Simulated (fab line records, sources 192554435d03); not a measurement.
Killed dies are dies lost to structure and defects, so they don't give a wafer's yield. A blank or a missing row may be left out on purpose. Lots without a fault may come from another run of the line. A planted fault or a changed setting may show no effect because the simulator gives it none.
fab line records | flow n5_finfet
record lots=24 wafers=72 last_day=17
route steps=1938 shown BEOL_M14@1763 BEOL_M15@1817 MIM_TOP@1837 MIM_TOP_ETCH@1853 MIM_BOT_ETCH@1868
lots that met no fault: from a run of the same line without faults
start_h: hours from the record's first day to the start of the lot's first wafer shown | wait_h: hours since the lot's step before | " the same as in the row above | L1.1+2: a row that stands for several wafers | - no value, or no start given | * or withheld: withheld | < > ~ a bound
route shown NAME@n: a module of which the file shows steps, and the number in the route of the first | usual: mean/standard deviation of fault-free wafers | same: alike in all rows | chamber/n: place in a boat | sites: the reading at each site | _std_site: their standard deviation | _edge_site: outer sites' mean less inner sites' | radius_mm: how far each site lies from the wafer's centre | mask NAME#n: copy n | behind: the tool/chamber that last shaped the wafer | hold: why the lot was held/for how many hours/how that ended | device: the transistor (n, p or np) that didn't switch | end of line: the same wafers' tests at the end of the route | a step without rows: its recipe alone | killed: dies lost to structure and defects at the first sort, not the wafer's yield | map: a wafer's dies, x killed, . not, _ none there
set.NAME: the setting as run; set.NAME@STEP: as run at that earlier step | model.NAME: the simulator's own value behind a step, which no gauge read
steps of the route over a sample of lots; a table a step, a row a wafer
services: from which hour (start_h, from the record's first day; less than 0 if before it) a tool's chamber was out of use, for how many hours, and why
## steps
# step N5_BEOL_M14_SPUTTER_44
# recipe material=Ta target_thk_a=150 temp_c=50 bias_v=80 power_w=15000 chamber_pressure_pa=0.07 time_s=24.19
# usual throttle_valve_pct=29.8/0.92
# columns lot.wafer tool chamber start_h wait_h throttle_valve_pct
L074.1 pvd_sputter-02 - 244.68 0.0 29.9
L074.4 " - " " 31.3
L074.6 " - " " 30.3
L075.1 pvd_sputter-01 - 245.64 0.0 28.1
L075.4 " - " " 30.0
L075.6 " - " " 29.7
L076.2 pvd_sputter-02 - 258.89 0.0 30.1
L076.3 " - " " 31.1
L076.4 " - " " 29.5
L077.2 pvd_sputter-01 - 259.77 0.0 29.9
L077.3 " - " " 30.2
L077.5 " - " " 28.2
L078.1 pvd_sputter-02 - 275.57 0.0 30.4
L078.2 " - " " 29.4
L078.3 " - " " 30.9
L079.3 pvd_sputter-03 - 276.00 0.0 29.6
L079.4 " - " " 29.0
L079.5 " - " " 31.6
L081.2 pvd_sputter-02 - 276.43 0.0 30.3
L081.3 " - " " 29.2
L081.4 " - " " 29.8
L080.2 pvd_sputter-01 - 283.01 0.0 29.8
L080.3 " - " " 30.0
L080.6 " - " " 29.5
L083.1 pvd_sputter-02 - 283.49 0.0 29.8
L083.5 " - " " 29.2
L083.6 " - " " 30.1
L082.1 pvd_sputter-01 - 284.03 0.0 29.5
L082.4 " - " " 28.1
L082.5 " - " " 29.8
L084.1 pvd_sputter-01 - 299.68 0.0 30.0
L084.2 " - " " 28.1
L084.4 " - " " 29.8
L086.1 pvd_sputter-02 - 314.37 0.0 30.2
L086.2 " - " " 31.1
L086.4 " - " " 29.4
L087.2 pvd_sputter-03 - 322.05 0.0 28.9
L087.4 " - " " 29.5
L087.5 " - " " 29.1
L085.3 pvd_sputter-03 - 322.49 0.0 28.8
L085.4 " - " " 29.1
L085.5 " - " " 31.5
L088.3 pvd_sputter-02 - 323.82 0.0 31.2
L088.4 " - " " 30.4
L088.5 " - " " 29.5
L089.1 pvd_sputter-03 - 331.07 0.0 28.8
L089.2 " - " " 31.2
L089.6 " - " " 31.6
L090.1 pvd_sputter-03 - 344.35 0.0 31.5
L090.4 " - " " 28.9
L090.5 " - " " 29.4
L091.3 pvd_sputter-03 - 344.67 0.0 29.4
L091.4 " - " " 29.0
L091.5 " - " " 28.7
L092.1 pvd_sputter-01 - 354.17 0.0 29.8
L092.2 " - " " 28.1
L092.5 " - " " 30.1
L093.3 pvd_sputter-01 - 367.83 0.0 29.7
L093.4 " - " " 28.2
L093.6 " - " " 29.7
L094.1 pvd_sputter-02 - 373.90 0.0 30.1
L094.4 " - " " 31.3
L094.5 " - " " 30.3
L096.3 pvd_sputter-03 - 379.09 0.0 29.4
L096.5 " - " " 29.3
L096.6 " - " " 31.7
L097.1 pvd_sputter-02 - 379.42 0.0 29.7
L097.2 " - " " 31.1
L097.5 " - " " 31.2
L095.1 pvd_sputter-02 - 383.64 0.0 29.3
L095.4 " - " " 29.7
L095.6 " - " " 31.2
# step N5_BEOL_M15_DEGAS_41
# recipe ambient=vacuum temp_c=300 time_s=60
# usual heater_power_w=456/35
# columns lot.wafer tool chamber start_h wait_h heater_power_w
L074.1 pvd_sputter-01 - 252.02 0.2 432
L074.4 " - " " 487
L074.6 " - " " 422
L075.1 pvd_sputter-02 - 252.70 0.4 490
L075.4 " - " " 510
L075.6 " - " " 504
L076.2 pvd_sputter-03 - 264.14 0.3 477
L076.3 " - " " 424
L076.4 " - " " 398
L077.2 pvd_sputter-02 - 266.31 1.9 508
L077.3 " - " " 506
L077.5 " - " " 434
L078.1 pvd_sputter-01 - 281.47 0.5 438
L078.2 " - " " 427
L078.3 " - " " 497
L079.3 pvd_sputter-01 - 281.79 0.8 482
L079.4 " - " " 422
L079.5 " - " " 427
L081.2 pvd_sputter-02 - 282.83 0.3 497
L081.3 " - " " 503
L081.4 " - " " 501
L080.2 pvd_sputter-01 - 287.47 0.0 504
L080.3 " - " " 466
L080.6 " - " " 433
L083.1 pvd_sputter-02 - 290.50 0.5 451
L083.5 " - " " 448
L083.6 " - " " 501
L082.1 pvd_sputter-01 - 291.85 0.3 502
L082.4 " - " " 472
L082.5 " - " " 430
L084.1 pvd_sputter-01 - 308.69 0.1 426
L084.2 " - " " 486
L084.4 " - " " 424
L086.1 pvd_sputter-01 - 321.84 0.3 413
L086.2 " - " " 443
L086.4 " - " " 493
L087.2 pvd_sputter-03 - 327.39 0.5 456
L087.4 " - " " 401
L087.5 " - " " 413
L085.3 pvd_sputter-03 - 328.33 0.9 448
L085.4 " - " " 425
L085.5 " - " " 471
L088.3 pvd_sputter-01 - 330.03 0.5 478
L088.4 " - " " 505
L088.5 " - " " 432
L089.1 pvd_sputter-03 - 336.44 0.4 408
L089.2 " - " " 411
L089.6 " - " " 420
L090.1 pvd_sputter-01 - 354.33 0.1 479
L090.4 " - " " 416
L090.5 " - " " 443
L091.3 pvd_sputter-02 - 354.50 0.1 452
L091.4 " - " " 508
L091.5 " - " " 501
L092.1 pvd_sputter-03 - 367.08 0.0 468
L092.2 " - " " 395
L092.5 " - " " 390
L093.3 pvd_sputter-03 - 373.68 0.4 457
L093.4 " - " " 390
L093.6 " - " " 441
L094.1 pvd_sputter-01 - 379.09 0.2 439
L094.4 " - " " 418
L094.5 " - " " 424
L096.3 pvd_sputter-02 - 384.18 0.2 506
L096.5 " - " " 441
L096.6 " - " " 508
L097.1 pvd_sputter-01 - 387.24 0.2 422
L097.2 " - " " 500
L097.5 " - " " 411
L095.1 pvd_sputter-03 - 387.83 0.2 397
L095.4 " - " " 450
L095.6 " - " " 467
# step N5_BEOL_M15_SPUTTER_44
# recipe material=Ta target_thk_a=150 temp_c=50 bias_v=80 power_w=15000 chamber_pressure_pa=0.07 time_s=24.19
# usual throttle_valve_pct=29.6/0.95
# columns lot.wafer tool chamber start_h wait_h throttle_valve_pct
L074.1 pvd_sputter-01 - 252.18 0.0 29.9
L074.4 " - " " 27.9
L074.6 " - " " 30.0
L075.1 pvd_sputter-02 - 252.86 0.0 29.8
L075.4 " - " " 31.3
L075.6 " - " " 31.3
L076.2 pvd_sputter-03 - 264.30 0.0 31.6
L076.3 " - " " 28.7
L076.4 " - " " 29.4
L077.2 pvd_sputter-02 - 266.47 0.0 31.3
L077.3 " - " " 30.4
L077.5 " - " " 29.1
L078.1 pvd_sputter-01 - 281.63 0.0 29.5
L078.2 " - " " 29.9
L078.3 " - " " 29.7
L079.3 pvd_sputter-01 - 281.95 0.0 28.0
L079.4 " - " " 29.9
L079.5 " - " " 29.5
L081.2 pvd_sputter-02 - 282.99 0.0 29.7
L081.3 " - " " 30.1
L081.4 " - " " 31.3
L080.2 pvd_sputter-01 - 287.63 0.0 30.0
L080.3 " - " " 28.2
L080.6 " - " " 30.0
L083.1 pvd_sputter-02 - 290.66 0.0 29.3
L083.5 " - " " 29.2
L083.6 " - " " 31.1
L082.1 pvd_sputter-01 - 292.01 0.0 30.0
L082.4 " - " " 28.4
L082.5 " - " " 29.5
L084.1 pvd_sputter-01 - 308.85 0.0 29.6
L084.2 " - " " 30.2
L084.4 " - " " 29.5
L086.1 pvd_sputter-01 - 322.00 0.0 29.9
L086.2 " - " " 29.5
L086.4 " - " " 29.9
L087.2 pvd_sputter-03 - 327.55 0.0 29.2
L087.4 " - " " 29.2
L087.5 " - " " 29.0
L085.3 pvd_sputter-03 - 328.49 0.0 29.1
L085.4 " - " " 28.5
L085.5 " - " " 31.6
L088.3 pvd_sputter-01 - 330.19 0.0 28.2
L088.4 " - " " 29.8
L088.5 " - " " 29.7
L089.1 pvd_sputter-03 - 336.60 0.0 28.9
L089.2 " - " " 29.4
L089.6 " - " " 29.1
L090.1 pvd_sputter-01 - 354.49 0.0 28.1
L090.4 " - " " 29.8
L090.5 " - " " 29.6
L091.3 pvd_sputter-02 - 354.66 0.0 28.9
L091.4 " - " " 30.4
L091.5 " - " " 30.2
L092.1 pvd_sputter-03 - 367.24 0.0 31.4
L092.2 " - " " 28.9
L092.5 " - " " 29.3
L093.3 pvd_sputter-03 - 373.84 0.0 31.5
L093.4 " - " " 29.6
L093.6 " - " " 28.8
L094.1 pvd_sputter-01 - 379.25 0.0 29.6
L094.4 " - " " 30.0
L094.5 " - " " 29.7
L096.3 pvd_sputter-02 - 384.34 0.0 31.1
L096.5 " - " " 29.4
L096.6 " - " " 31.1
L097.1 pvd_sputter-01 - 387.40 0.0 29.8
L097.2 " - " " 30.0
L097.5 " - " " 29.6
L095.1 pvd_sputter-03 - 387.99 0.0 29.5
L095.4 " - " " 29.1
L095.6 " - " " 31.6
# step N5_MIM_TOP_DEGAS_04
# recipe ambient=vacuum temp_c=300 time_s=60
# usual heater_power_w=464/36
# columns lot.wafer tool chamber start_h wait_h heater_power_w
L074.1 pvd_sputter-02 - 257.83 - 503
L074.4 " - " " 452
L074.6 " - " " 445
L075.1 pvd_sputter-02 - 259.05 - 500
L075.4 " - " " 494
L075.6 " - " " 487
L076.2 pvd_sputter-02 - 268.17 - 444
L076.3 " - " " 509
L076.4 " - " " 500
L077.2 pvd_sputter-01 - 270.07 - 502
L077.3 " - " " 470
L077.5 " - " " 476
L078.1 pvd_sputter-03 - 285.15 - 454
L078.2 " - " " 424
L078.3 " - " " 401
L079.3 pvd_sputter-03 - 285.42 - 409
L079.4 " - " " 386
L079.5 " - " " 412
L081.2 pvd_sputter-02 - 286.66 - 442
L081.3 " - " " 494
L081.4 " - " " 512
L080.2 pvd_sputter-02 - 291.34 - 454
L080.3 " - " " 498
L080.6 " - " " 438
L083.1 pvd_sputter-01 - 294.53 - 433
L083.5 " - " " 515
L083.6 " - " " 470
L082.1 pvd_sputter-02 - 297.48 - 507
L082.4 " - " " 494
L082.5 " - " " 446
L084.1 pvd_sputter-03 - 312.25 - 419
L084.2 " - " " 394
L084.4 " - " " 463
L086.1 pvd_sputter-03 - 326.69 - 461
L086.2 " - " " 419
L086.4 " - " " 400
L087.2 pvd_sputter-02 - 333.59 - 443
L087.4 " - " " 505
L087.5 " - " " 449
L085.3 pvd_sputter-01 - 333.61 - 484
L085.4 " - " " 474
L085.5 " - " " 498
L088.3 pvd_sputter-03 - 335.98 - 418
L088.4 " - " " 461
L088.5 " - " " 418
L089.1 pvd_sputter-01 - 342.29 - 441
L089.2 " - " " 501
L089.6 " - " " 429
L090.1 pvd_sputter-02 - 363.53 - 494
L090.4 " - " " 454
L090.5 " - " " 492
L091.3 pvd_sputter-01 - 365.87 - 415
L091.4 " - " " 475
L091.5 " - " " 444
L092.1 pvd_sputter-02 - 373.18 - 435
L092.2 " - " " 493
L092.5 " - " " 441
L093.3 pvd_sputter-03 - 378.77 - 414
L093.4 " - " " 468
L093.6 " - " " 409
L094.1 pvd_sputter-01 - 383.99 - 438
L094.4 " - " " 505
L094.5 " - " " 475
L096.3 pvd_sputter-02 - 387.98 - 443
L096.5 " - " " 491
L096.6 " - " " 492
L097.1 pvd_sputter-02 - 394.01 - 498
L097.2 " - " " 489
L097.5 " - " " 497
L095.1 pvd_sputter-01 - 395.06 - 424
L095.4 " - " " 442
L095.6 " - " " 448
# step N5_MIM_TOP_ETCH_PECVD_03
# recipe material=SiNx target_thk_a=200 temp_c=400 precursor=SiH4/NH3/N2 pressure_torr=1.5 rf_w=300 time_s=17.6
# usual heater_power_w=744/84 showerhead_plenum_p_Torr=5.12/0.065 showerhead_vpp_V=1064/60 throttle_valve_pct=39.6/1.2
# columns lot.wafer tool chamber start_h wait_h heater_power_w showerhead_plenum_p_Torr showerhead_vpp_V throttle_valve_pct
L074.1 pecvd-04 0 258.85 - 669 5.05 1063 40.4
L074.4 " 0 " " 646 5.06 1062 40.4
L074.6 " 1 " " 652 5.23 1074 39.2
L075.1 pecvd-03 0 259.87 - 796 5.10 1106 39.7
L075.4 " 0 " " 645 5.10 1087 39.5
L075.6 " 2 " " 607 5.03 1043 37.0
L076.2 pecvd-04 1 269.12 - 789 5.24 1092 39.3
L076.3 " 2 " " 792 5.16 1161 38.3
L076.4 " 0 " " 695 5.07 1061 40.3
L077.2 pecvd-04 2 271.01 - 832 5.16 1184 38.5
L077.3 " 1 " " 693 5.24 1094 38.9
L077.5 " 1 " " 681 5.24 1093 39.4
L078.1 pecvd-01 1 286.11 - 787 5.06 1049 41.6
L078.2 " 2 " " 795 5.17 981 39.2
L078.3 " 1 " " 774 5.07 1047 41.8
L079.3 pecvd-04 0 286.36 - 699 5.05 1062 40.4
L079.4 " 0 " " 721 5.08 1056 40.6
L079.5 " 1 " " 645 5.24 1086 39.1
L081.2 pecvd-03 0 287.96 - 703 5.10 1109 39.1
L081.3 " 2 " " 669 5.02 1025 37.1
L081.4 " 2 " " 657 5.02 1022 37.0
L080.2 pecvd-03 0 292.18 - 735 5.10 1113 39.6
L080.3 " 1 " " 807 5.16 1069 40.5
L080.6 " 2 " " 702 5.02 1006 36.9
L083.1 pecvd-01 2 295.47 - 771 5.15 981 39.4
L083.5 " 1 " " 862 5.07 1064 41.8
L083.6 " 2 " " 800 5.16 977 39.2
L082.1 pecvd-03 2 298.47 - 655 5.03 1011 36.9
L082.4 " 2 " " 679 5.03 1025 37.3
L082.5 " 0 " " 660 5.12 1116 39.8
L084.1 pecvd-01 1 313.34 - 834 5.07 1045 41.6
L084.2 " 2 " " 713 5.14 975 39.4
L084.4 " 2 " " 732 5.15 992 39.5
L086.1 pecvd-04 0 327.65 - 715 5.04 1062 40.4
L086.2 " 2 " " 928 5.15 1178 38.7
L086.4 " 0 " " 682 5.07 1060 40.7
L087.2 pecvd-01 2 334.41 - 686 5.16 974 39.0
L087.4 " 1 " " 881 5.06 1028 41.4
L087.5 " 0 " " 626 5.09 992 39.7
L085.3 pecvd-04 0 334.72 - 717 5.06 1074 40.5
L085.4 " 0 " " 690 5.05 1075 40.5
L085.5 " 2 " " 830 5.14 1181 38.9
L088.3 pecvd-01 1 336.93 - 756 5.05 1061 41.8
L088.4 " 2 " " 749 5.16 976 39.3
L088.5 " 2 " " 732 5.15 968 39.6
L089.1 pecvd-04 0 343.21 - 699 5.07 1067 40.2
L089.2 " 1 " " 773 5.23 1093 39.0
L089.6 " 1 " " 771 5.25 1096 39.3
L090.1 pecvd-04 2 364.46 - 840 5.15 1196 39.2
L090.4 " 0 " " 666 5.05 1049 40.4
L090.5 " 1 " " 727 5.24 1098 39.0
L091.3 pecvd-04 1 367.44 - 764 5.24 1079 39.2
L091.4 " 0 " " 692 5.06 1063 40.6
L091.5 " 1 " " 787 5.23 1083 39.1
L092.1 pecvd-01 2 374.11 - 683 5.15 978 39.6
L092.2 " 1 " " 827 5.07 1047 41.9
L092.5 " 1 " " 815 5.05 1039 41.7
L093.3 pecvd-01 1 379.64 - 862 5.07 1046 41.9
L093.4 " 2 " " 768 5.16 964 39.4
L093.6 " 1 " " 848 5.06 1059 41.5
L094.1 pecvd-01 2 384.93 - 801 5.15 995 39.6
L094.4 " 2 " " 775 5.17 983 39.7
L094.5 " 2 " " 768 5.16 995 39.5
L096.3 pecvd-03 2 388.93 - 615 5.03 1034 37.4
L096.5 " 0 " " 696 5.09 1094 39.8
L096.6 " 2 " " 634 5.02 1025 37.4
L097.1 pecvd-04 2 394.95 - 941 5.16 1175 39.2
L097.2 " 1 " " 755 5.24 1097 39.3
L097.5 " 0 " " 688 5.05 1064 40.6
L095.1 pecvd-03 0 395.96 - 692 5.10 1095 39.8
L095.4 " 1 " " 792 5.15 1069 40.4
L095.6 " 0 " " 677 5.11 1120 39.4
# step N5_MIM_BOT_ETCH_ETCH_00
# recipe chemistry=Cl2/BCl3 target=TiN target_depth_a=455 ion_energy_ev=150 pressure_mtorr=10 icp_w=1000 bias_w=126 Cl2_flow_sccm=53.25 bcl3_flow_sccm=21.75 Ar_flow_sccm=25
# usual drypump_motor_current_A=5.45/0.24 he_backside_leak_sccm=3.43/0.18 oes_product_au=0.79/0.094 throttle_valve_pct=22.01/0.21
# columns lot.wafer tool chamber start_h wait_h drypump_motor_current_A he_backside_leak_sccm oes_product_au rf_hours_counter_h throttle_valve_pct
L074.1 rie_metal-01 0 259.54 0.1 5.24 3.69 0.88 12 21.93
L074.4 " 1 " " 5.49 3.33 0.90 - 21.73
L074.6 " 1 " " 5.49 3.21 0.91 - 21.76
L075.1 rie_metal-03 1 260.59 0.1 5.62 3.21 0.70 81 22.19
L075.4 " 1 " " 5.62 3.29 0.69 - 22.19
L075.6 " 1 " " 5.63 3.24 0.70 - 22.20
L076.2 rie_metal-03 0 269.94 0.1 5.54 3.55 0.66 104 22.37
L076.3 " 0 " " 5.54 3.70 0.66 - 22.37
L076.4 " 1 " " 5.59 3.19 0.69 - 22.19
L077.2 rie_metal-03 0 271.70 0.1 5.56 3.72 0.67 105 22.37
L077.3 " 1 " " 5.55 3.22 0.70 - 22.19
L077.5 " 0 " " 5.57 3.67 0.66 - 22.39
L078.1 rie_metal-03 1 287.10 0.1 5.58 3.35 0.69 83 22.21
L078.2 " 0 " " 5.54 3.77 0.67 105 22.34
L078.3 " 1 " " 5.60 3.34 0.69 - 22.19
L079.3 rie_metal-03 1 287.79 0.1 5.61 3.18 0.69 - 22.22
L079.4 " 0 " " 5.58 3.78 0.66 - 22.37
L079.5 " 0 " " 5.58 3.61 0.66 - 22.36
L081.2 rie_metal-03 1 288.65 0.1 5.62 3.24 0.69 83 22.21
L081.3 " 0 " " 5.56 3.66 0.67 - 22.39
L081.4 " 1 " " 5.62 3.40 0.69 - 22.20
L080.2 rie_metal-03 0 293.00 0.1 5.55 3.50 0.67 106 22.39
L080.3 " 1 " " 5.55 3.33 0.69 - 22.19
L080.6 " 0 " " 5.53 3.75 0.67 - 22.36
L083.1 rie_metal-01 0 296.16 0.1 5.20 3.50 0.86 16 21.95
L083.5 " 1 " " 5.49 3.39 0.86 - 21.79
L083.6 " 0 " " 5.20 3.47 0.85 - 21.94
L082.1 rie_metal-02 0 299.44 0.1 5.03 3.49 0.78 47 22.06
L082.4 " 0 " " 5.04 3.50 0.78 - 22.07
L082.5 " 0 " " 5.03 3.34 0.78 - 22.08
L084.1 rie_metal-01 1 314.38 0.1 5.48 3.35 0.86 14 21.79
L084.2 " 0 " " 5.21 3.23 0.85 17 21.95
L084.4 " 1 " " 5.48 3.21 0.86 - 21.78
L086.1 rie_metal-01 1 328.47 0.1 5.49 3.26 0.86 15 21.78
L086.2 " 0 " " 5.22 3.54 0.84 19 21.94
L086.4 " 0 " " 5.24 3.43 0.83 - 21.92
L087.2 rie_metal-02 1 335.10 0.1 6.04 3.38 0.98 0 21.69
L087.4 " 1 " " 6.01 3.44 0.99 - 21.68
L087.5 " 0 " " 5.06 3.61 0.75 - 22.10
L085.3 rie_metal-01 1 335.48 0.1 5.51 3.27 0.85 - 21.79
L085.4 " 0 " " 5.21 3.29 0.83 - 21.96
L085.5 " 0 " " 5.21 3.42 0.84 - 21.97
L088.3 rie_metal-02 1 337.66 0.1 5.99 3.32 0.99 - 21.67
L088.4 " 0 " " 5.05 3.53 0.76 - 22.08
L088.5 " 0 " " 5.03 3.65 0.76 - 22.08
L089.1 rie_metal-01 0 344.13 0.1 5.22 3.25 0.83 22 21.97
L089.2 " 1 " " 5.48 3.31 0.84 18 21.79
L089.6 " 0 " " 5.21 3.15 0.83 - 21.96
L090.1 rie_metal-01 1 365.15 0.1 5.45 3.21 0.84 20 21.79
L090.4 " 1 " " 5.48 3.36 0.84 - 21.80
L090.5 " 0 " " 5.21 3.53 0.82 - 21.96
L091.3 rie_metal-02 1 368.65 0.1 6.01 3.38 0.97 - 21.69
L091.4 " 0 " " 5.05 3.66 0.75 - 22.09
L091.5 " 1 " " 6.01 3.61 0.97 - 21.69
L092.1 rie_metal-01 1 374.93 0.1 5.50 3.32 0.84 21 21.81
L092.2 " 0 " " 5.20 3.69 0.82 24 21.95
L092.5 " 1 " " 5.48 3.39 0.84 - 21.78
L093.3 rie_metal-01 0 380.37 0.1 5.19 3.64 0.81 - 21.96
L093.4 " 1 " " 5.49 3.37 0.83 - 21.79
L093.6 " 0 " " 5.20 3.27 0.82 - 21.98
L094.1 rie_metal-01 1 385.77 0.1 5.47 3.42 0.83 22 21.80
L094.4 " 0 " " 5.22 3.38 0.81 - 21.95
L094.5 " 0 " " 5.22 3.35 0.81 - 21.96
L096.3 rie_metal-03 1 389.67 0.1 5.56 3.32 0.68 - 22.23
L096.5 " 1 " " 5.57 3.30 0.68 - 22.21
L096.6 " 0 " " 5.54 3.64 0.95 - 22.08
L097.1 rie_metal-01 1 395.67 0.1 5.48 3.36 0.83 24 21.82
L097.2 " 0 " " 5.20 3.53 0.81 27 21.96
L097.5 " 0 " " 5.24 3.35 0.81 - 21.97
L095.1 rie_metal-01 0 396.65 0.1 5.22 3.19 0.81 27 21.97
L095.4 " 0 " " 5.22 3.25 0.81 - 21.97
L095.6 " 1 " " 5.48 3.42 0.83 - 21.80
## services
# columns tool chamber start_h hours kind
rie_metal-02 - 224.92 2.8 pm
rie_metal-02 - 229.67 6.9 repair
rie_metal-03 - 234.15 2.8 pm
pecvd-01 - 246.76 2.8 pm
pecvd-01 0 274.91 19.8 repair
rie_metal-02 1 299.83 - clean
rie_metal-02 1 299.83 32.6 scheduled_down
pecvd-04 1 311.01 5.5 scheduled_down
pecvd-03 1 312.99 7.4 repair
pvd_sputter-02 - 316.01 7.5 repair
pecvd-04 - 324.94 0.9 repair
pecvd-01 0 335.00 5.5 scheduled_down
rie_metal-03 0 336.11 - clean
rie_metal-03 0 336.11 22.8 scheduled_down
rie_metal-03 0 336.11 22.8 vent_cycle
rie_metal-03 1 337.15 8.3 repair
pecvd-01 - 339.16 6.0 pm
rie_metal-02 1 340.07 5.2 repair
pvd_sputter-03 - 341.29 2.4 repair
pvd_sputter-03 - 345.62 20.9 repair
pvd_sputter-02 - 358.07 3.6 repair
pecvd-01 0 378.82 2.1 scheduled_down
pecvd-01 1 383.62 - clean
pecvd-01 1 383.62 - consumable_replace:showerhead
## key
fault none
